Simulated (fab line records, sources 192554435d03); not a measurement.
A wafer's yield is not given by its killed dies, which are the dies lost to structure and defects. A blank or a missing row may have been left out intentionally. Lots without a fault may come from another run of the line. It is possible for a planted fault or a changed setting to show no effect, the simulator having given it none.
Matching of chambers	flow n5 finfet	3 sister chambers for N5_BEOL_M0_CO_CAP_123 on cvd co-01
The step material Co, precursor CCTBA/H2, target thk 2 nm, time 102.1 s. 24 wafers are shown with their chamber, then 12 later ones without.

WAFERS WITH THEIR CHAMBER
wafer	chamber	heater power w (W)
L075.2	0	225
L075.4	0	226
L075.6	2	225
L077.1	1	232
L077.2	0	229
L077.5	0	218
L078.2	0	217
L078.5	2	220
L078.6	0	222
L079.3	1	230
L079.4	0	228
L079.5	2	216
L083.1	1	230
L083.3	0	223
L083.4	0	228
L087.3	0	221
L087.4	0	224
L087.5	2	218
L086.3	0	225
L086.4	2	212
L086.5	1	230
L089.2	2	220
L089.3	0	224
L089.5	2	218

SIGNATURES (averages over the wafers above)
reading	chamber 0	chamber 1	chamber 2	scatter within a chamber
heater power w	223.85	230.50	218.43	3.52
Rule: for a wafer and a chamber, the distance is found by dividing, reading by reading, the gap between the wafer's reading and the chamber's mean by the reading's scatter, squaring, summing and taking the root. If the next closest chamber is less than 2 further off than the closest, the wafer can't be placed; otherwise it belongs to the closest. The scatter is the square root of a quotient: the sum, over the shown wafers, of each reading's squared deviation from its chamber's mean, divided by wafers minus chambers.

WAFERS WITH NO CHAMBER GIVEN
wafer	heater power w (W)
L090.3	220
L090.4	211
L090.5	231
L092.1	231
L092.2	223
L092.3	221
L091.1	236
L091.2	223
L091.3	214
L096.1	230
L096.2	223
L096.4	223

WHICH CHAMBER EACH WENT THROUGH
wafer	from the rows above	in truth
L090.3	can't be placed: 2 or 0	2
L090.4	can't be placed: 2 or 0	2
L090.5	can't be placed: 1 or 0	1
L092.1	can't be placed: 1 or 0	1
L092.2	can't be placed: 0 or 2 or 1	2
L092.3	can't be placed: 2 or 0 or 1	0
L091.1	can't be placed: 1 or 0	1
L091.2	can't be placed: 0 or 2 or 1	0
L091.3	can't be placed: 2 or 0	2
L096.1	can't be placed: 1 or 0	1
L096.2	can't be placed: 0 or 2 or 1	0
L096.4	can't be placed: 0 or 2 or 1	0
0 of 12 placed correctly. Not placeable from these rows: 12 (in 12, the candidates include the true chamber). 0 placed wrongly.
